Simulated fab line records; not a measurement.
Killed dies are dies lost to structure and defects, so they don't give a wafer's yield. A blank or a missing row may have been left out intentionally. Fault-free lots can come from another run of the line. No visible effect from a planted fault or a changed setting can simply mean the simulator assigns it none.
fab line records	flow n5_finfet
record: lots: 4	wafers: 12	last_day: 19
route steps=1938 shown BEOL_M3@1011 BEOL_M4@1021
lots with no fault: from the same line, run without faults
start_h: the number of hours between the record's first day and the start of the first shown wafer of the lot	wait_h: how many hours have passed since the lot's step before this one	" unchanged from the row above	L1.1+2: several wafers, shown together as one row	- no value present, or no start provided	* or withheld: withheld	< > ~ a bound
route shown NAME@n: NAME is a module with steps in the file, n the number in the route of the first one	usual: mean/standard deviation of fault-free wafers	same: alike in all rows	chamber/n: place in a boat	sites: per-site readings	_std_site: standard deviation across them	_edge_site: the outer-site mean with the inner-site mean subtracted	radius_mm: for every site, how far away it sits from the centre of the wafer	mask NAME#n: copy n	behind: the tool/chamber that last shaped the wafer	hold: the reason the lot was held/the length of the hold in hours/how it ended	device: the transistor (n, p or np) that didn't switch	end of line: tests run on the same wafers once the route is complete	a step without rows: its recipe alone	killed: at the first sort, the dies lost to defects and structure; wafer yield is something else	map: a wafer's dies, x killed, . not, _ none there
set.NAME: the run value of the setting; set.NAME@STEP: its run value at that earlier step	model.NAME: the simulator's own value behind a step, which no gauge read
certain route steps with their lots: each step a table, each wafer a row
services: the hour from which a tool's chamber was out of use, counted from the record's first day as start_h (under 0 if before that day), plus the number of hours and why
== steps ==
step: N5_BEOL_M3_ECD_50
recipe: material: Cu	target_thk_a: 3000
step: N5_BEOL_M3_ANNEAL_51
recipe: temp_c: 225	time_s: 90	ambient: N2
step: N5_BEOL_M3_CMP_52
recipe: stop_on: SiOC	t_overpolish_s: 6.8	down_force_psi: 1	platen_rpm: 50	clearing_platen_down_force_psi: 1.5	clearing_platen_rpm: 50	post_cmp_clean: cu_alkaline	target_thk_nm: 40	clearing_platen_pad_velocity_m_s: 0.99484	pad_velocity_m_s: 0.99484
step: N5_BEOL_M3_PRE_CLEAN_60
recipe: gas: NH3/H2	time_s: 15	temp_c: *	rf_power_w: 300
step: N5_BEOL_M3_CO_CAP_55
recipe: material: Co	target_thk_a: 20	temp_c: 200	precursor: CCTBA/H2	pressure_torr: 30	time_s: 102.1
step: N5_BEOL_M3_PRE_CLEAN_56
recipe: gas: NH3	time_s: 15	temp_c: withheld	rf_power_w: 300
step: N5_BEOL_M3_DEP_57
recipe: material: SiCN	target_thk_a: 80	temp_c: withheld	precursor: 3MS/NH3	pressure_torr: 3	rf_w: 202	time_s: 14
step: N5_BEOL_M4_ILD_DEP_00
recipe: material: SiOC	target_thk_a: 790	temp_c: 350	precursor: DEMS/O2	pressure_torr: 5	rf_w: 500	time_s: 15.3
step: N5_BEOL_M4_PECVD_72
recipe: material: SiO2	target_thk_a: 160	temp_c: 400	precursor: TEOS/O2	pressure_torr: 5.5	rf_w: 450	teos_flow_sccm: 53.8	gas: O2	flow_sccm: 3000	time_s: 18
usual: heater_power_w: 773/110	showerhead_plenum_p_Torr: 8.76/0.095	susceptor_temp_C: 399.99/0.24	throttle_valve_pct: 22.7/1.4
lot.wafer	tool	chamber	start_h	wait_h	heater_power_w	showerhead_plenum_p_Torr	susceptor_temp_C	throttle_valve_pct	model.SiO2_of_BEOL_M4_PECVD_72.thk_nm
L130.1	pecvd-01	1	224.41	0.0	785	8.89	399.88	22.9	15.8
L130.5	"	0	"	"	674	8.58	399.83	24.5	15.8
L130.6	"	1	"	"	772	8.87	400.62	23.0	16.2
L140.1	pecvd-01	0	270.56	0.0	741	8.57	432.35	24.6	12.4
L140.2	"	2	"	"	818	8.70	399.86	21.4	15.8
L140.6	"	0	"	"	741	8.57	431.88	25.0	12.6
L145.1	pecvd-01	2	290.82	0.0	859	8.70	399.96	20.9	15.8
L145.4	"	1	"	"	814	8.90	400.14	22.9	16
L145.6	"	0	"	"	804	8.55	432.33	25.0	12.6
L144.1	pecvd-02	0	306.85	0.0	624	8.83	400.01	23.3	15.8
L144.4	"	0	"	"	614	8.79	400.08	23.2	16
L144.6	"	1	"	"	931	8.88	399.80	23.8	16
step: N5_BEOL_M4_HM_DEP_02
recipe: material: TiN	target_thk_a: 200	temp_c: 25	chamber_pressure_pa: 0.49996
step: N5_BEOL_M4_COAT_61
recipe: resist: SOC	temp_c: 250	time_s: 60	spin_rpm: 1500	resist_thk_nm: 60
step: N5_BEOL_M4_COAT_62
recipe: resist: SiARC	temp_c: 220	time_s: 60	spin_rpm: 1500	resist_thk_nm: 12
step: N5_BEOL_M4_COAT_73
recipe: resist: underlayer	temp_c: 205	time_s: 60	spin_rpm: 1500	resist_thk_nm: 5
step: N5_BEOL_M4_COAT_05
recipe: resist: CAR-EUV	spin_rpm: 1500	resist_thk_nm: 30
step: N5_BEOL_M4_EBR_07
recipe: solvent: PGMEA	ebr_width_mm: 1.5
step: N5_BEOL_M4_SOFTBAKE_06
recipe: temp_c: 110	time_s: 60	resist: CAR-EUV
step: N5_BEOL_M4_EXPOSE_08
recipe: mask_id: M4	na: 0.33	source_shape: dipole	sigma_inner: 0.369	sigma_outer: 0.767	polarization: unpolarized	dose_mj: 41.25
step: N5_BEOL_M4_PEB_09
recipe: peb_temp_c: 100	peb_time_s: 60	resist: CAR-EUV
step: N5_BEOL_M4_DEVELOP_10
recipe: develop_time_s: 30	developer: TMAH	resist: CAR-EUV	rinse_liquid: surfactant_rinse	dry: air_spin	dev_temp_c: 23
step: N5_BEOL_M4_DESCUM_16
recipe: chemistry: O2	time_s: 7	source_power_w: 50	bias_power_w: 20	pressure_mtorr: 20	rf_frequency_hz: 2.712e+07	temp_c: 40	resist: CAR-EUV	o2_flow_sccm: 225
step: N5_BEOL_M4_ETCH_74
recipe: chemistry: N2/H2	target: underlayer	target_depth_a: 65	mask_material: CAR-EUV	time_s: 5.2	ion_energy_ev: 200	pressure_mtorr: 30	source_w: 840	bias_w: 150	n2_flow_sccm: 200	h2_flow_sccm: 200	ends: cleared
step: N5_BEOL_M4_ETCH_63
recipe: chemistry: CF4	target: SiARC	target_depth_a: 156	mask_material: CAR-EUV	time_s: 26	ion_energy_ev: 80	pressure_mtorr: 40	source_w: 545	bias_w: 36	Ar_flow_sccm: 100	cf4_flow_sccm: 100	ends: cleared
step: N5_BEOL_M4_ETCH_64
recipe: chemistry: N2/H2	target: SOC	target_depth_a: 750	overetch_a: 225	mask_material: SiARC	temp_c: 40	time_s: 121.9	ion_energy_ev: 200	pressure_mtorr: 30	source_w: 840	bias_w: 150	n2_flow_sccm: 200	h2_flow_sccm: 200
step: N5_BEOL_M4_STRIP_65
recipe: chemistry: N2/H2	temp_c: 40	n2_flow_sccm: 200	h2_flow_sccm: 200	rf_frequency_hz: 6e+07
step: N5_BEOL_M4_STRIP_75
recipe: chemistry: N2/H2	temp_c: 40	n2_flow_sccm: 200	h2_flow_sccm: 200	rf_frequency_hz: 6e+07
step: N5_BEOL_M4_STRIP_66
recipe: chemistry: CF4	resist: SiARC	power_w: 300	bias_power_w: 75	pressure_mtorr: 50	cf4_flow_sccm: 150	rf_frequency_hz: 6e+07
step: N5_BEOL_M4_HM_OPEN_17
recipe: chemistry: Cl2/BCl3	target_depth_a: 200	overetch_a: 60	target: TiN	mask_material: SOC	ion_energy_ev: 150	pressure_mtorr: 10	icp_w: 1000	bias_w: 126	Cl2_flow_sccm: 53.25	bcl3_flow_sccm: 21.75	Ar_flow_sccm: 25
step: N5_BEOL_M4_STRIP_19
recipe: chemistry: O2	power_w: 400	temp_c: 40	pressure_mtorr: 30	rf_frequency_hz: 6e+07	bias_power_w: 0	overash_fraction: 0.2	o2_flow_sccm: 225
step: N5_BEOL_M4_COAT_67
recipe: resist: SOC	temp_c: 250	time_s: 60	spin_rpm: 1500	resist_thk_nm: 60
step: N5_BEOL_M4_COAT_68
recipe: resist: SiARC	temp_c: 220	time_s: 60	spin_rpm: 1500	resist_thk_nm: 12
step: N5_BEOL_M4_COAT_76
recipe: resist: underlayer	temp_c: 205	time_s: 60	spin_rpm: 1500	resist_thk_nm: 5
step: N5_BEOL_M4_COAT_22
recipe: resist: CAR-EUV	spin_rpm: 1500	resist_thk_nm: 30
step: N5_BEOL_M4_EBR_24
recipe: solvent: PGMEA	ebr_width_mm: 1.5
step: N5_BEOL_M4_SOFTBAKE_23
recipe: temp_c: 110	time_s: 60	resist: CAR-EUV
step: N5_BEOL_M4_HM_STRIP_39
recipe: chemistry: peroxide_tin_strip	material: TiN	target_depth_a: 250	temp_c: 50	time_s: 158
lot.wafer	tool	chamber	start_h	wait_h	model.SiO2_of_BEOL_M4_PECVD_72.thk_nm
L130.1+5	wet_bench-04	5,3	226.93	0.0	15.6
L130.6	"	6	"	"	16
L140.1	wet_bench-04	3	290.14	0.0	12.2
L140.2	"	4	"	"	15.6
L140.6	"	1	"	"	12.4
L145.1	wet_bench-04	5	302.85	0.0	15.6
L145.4	"	6	"	"	15.8
L145.6	"	7	"	"	12.4
L144.1	wet_bench-05	3	327.44	0.0	15.6
L144.4	"	2	"	"	16
L144.6	"	0	"	"	15.8
step: N5_BEOL_M4_CMP_52
recipe: stop_on: SiOC	t_overpolish_s: 6.8	down_force_psi: 1	platen_rpm: 50	clearing_platen_down_force_psi: 1.5	clearing_platen_rpm: 50	post_cmp_clean: cu_alkaline	target_thk_nm: 40	clearing_platen_pad_velocity_m_s: 0.99484	pad_velocity_m_s: 0.99484
usual: barrier_field_endpoint_s: 24.7/0.55	motor_current_A: 6.3/0.62	slurry_filter_dp_kPa: 13.49/0.14
lot.wafer	tool	chamber	start_h	wait_h	barrier_field_endpoint_s	motor_current_A	slurry_filter_dp_kPa
L130.1	cmp-02	0	230.17	0.5	24.4	6.3	13.45
L130.6	"	0	"	"	24.8	6.4	13.53
L130.5	"	1	"	"	24.4	7.2	13.67
L140.2	cmp-02	3	293.30	0.3	23.9	5.4	13.57
L140.1	"	1	"	"	20.0	7.5	13.52
L140.6	"	3	"	"	20.4	5.9	13.45
L145.4	cmp-03	0	306.43	0.1	23.9	5.8	13.44
L145.1	"	3	"	"	24.4	6.3	13.64
L145.6	"	0	"	"	19.9	5.5	13.30
L144.4	cmp-02	1	346.37	0.1	24.7	7.5	13.37
L144.1	"	0	"	"	24.2	6.4	13.48
L144.6	"	1	"	"	24.4	7.5	13.38
step: N5_BEOL_M4_RC_MEAS_101
usual: DIBL_N: 36.0/1.4	DIBL_P: 36.1/1.4	IOFF_N: 0.153/0.02	IOFF_P: 0.211/0.026	ION_N: 673/8.7	ION_P: 463/6.7	SS_N: 71.5/0.5	SS_P: 73.3/0.54	VT_N: 250.1/2.4	VT_P: -250.2/2.9
lot.wafer	tool	chamber	start_h	wait_h	DIBL_N[mV/V]	DIBL_P[mV/V]	IOFF_N[nA/um]	IOFF_P[nA/um]	ION_N[uA/um]	ION_P[uA/um]	SS_N[mV/dec]	SS_P[mV/dec]	VT_N[mV]	VT_P[mV]
L130.1	prober-01	0	230.78	0.0	35.2	36.1	0.147	0.199	682	461	71.0	73.0	249.7	-251.2
L130.5	"	0	"	"	34.9	35.6	0.145	0.209	675	467	71.4	72.6	251.5	-249.9
L130.6	"	0	"	"	35.5	36.2	0.154	0.214	676	467	71.5	73.3	250.6	-248.6
L140.1	prober-01	0	293.91	0.0	34.4	35.1	0.134	0.174	664	455	70.5	72.5	250.0	-252.9
L140.2	"	0	"	"	35.4	36.2	0.149	0.193	674	465	71.4	72.6	252.4	-252.1
L140.6	"	0	"	"	35.9	36.9	0.157	0.196	667	449	71.8	73.5	251.3	-253.7
L145.1	prober-01	0	307.04	0.0	36.3	35.5	0.157	0.198	671	461	71.9	73.2	249.4	-254.7
L145.4	"	0	"	"	38.2	37.9	0.188	0.249	673	466	72.2	73.6	249.9	-249.0
L145.6	"	0	"	"	37.5	37.5	0.187	0.232	684	463	72.4	72.8	247.9	-249.3
L144.1	prober-02	0	347.03	0.0	36.1	37.5	0.152	0.214	673	459	71.5	74.0	247.8	-249.9
L144.4	"	0	"	"	33.3	34.2	0.121	0.162	657	454	70.7	72.6	253.6	-255.8
L144.6	"	0	"	"	34.1	35.2	0.128	0.177	661	459	70.7	73.0	251.8	-254.9
== services ==
tool	chamber	start_h	hours	kind
pecvd-02	2	205.98	-	clean
pecvd-02	2	205.98	-	consumable_replace:showerhead
pecvd-02	2	205.98	29.0	scheduled_down
pecvd-02	2	205.98	29.0	vent_cycle
wet_bench-04	-	212.79	7.7	repair
cmp-03	-	226.24	1.2	repair
pecvd-02	1	245.14	2.1	scheduled_down
cmp-03	-	248.30	4.0	pm
cmp-03	-	252.30	-	consumable_replace:conditioner
cmp-03	-	252.30	-	consumable_replace:pad
cmp-03	-	252.82	19.2	pm
cmp-02	-	265.42	0.7	repair
pecvd-02	-	276.42	0.9	repair
pecvd-02	-	311.50	0.8	repair
== key ==
first_sign: step: N5_BEOL_M4_PECVD_72	reading: susceptor_temp_C	direction: up	sigmas: 99+	usual: *	struck: *
effect: step: N5_BEOL_M4_CMP_52	reading: barrier_field_endpoint_s	direction: down	sigmas: 8.4	usual: 24.7	struck: 20.1
model_effect: step: N5_BEOL_M4_PECVD_72	value: SiO2_of_BEOL_M4_PECVD_72.thk_nm	without: 15.93	struck: 12.53
model_effect: step: N5_BEOL_M4_HM_STRIP_39	value: SiO2_of_BEOL_M4_PECVD_72.thk_nm	without: 15.87	struck: 12.33
met_at N5_BEOL_M4_PECVD_72
struck_wafers L140.1,L140.6,L145.6
onset_between 224.41 270.56
fault: kind: process_parameter_drift	tool: pecvd-01	chamber: 0	onset_h: 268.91	steps: N5_BEOL_M4_PECVD_72	channel: temp_c	offset: *	shape: step	end_h: 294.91	acts_in: *	stated: *
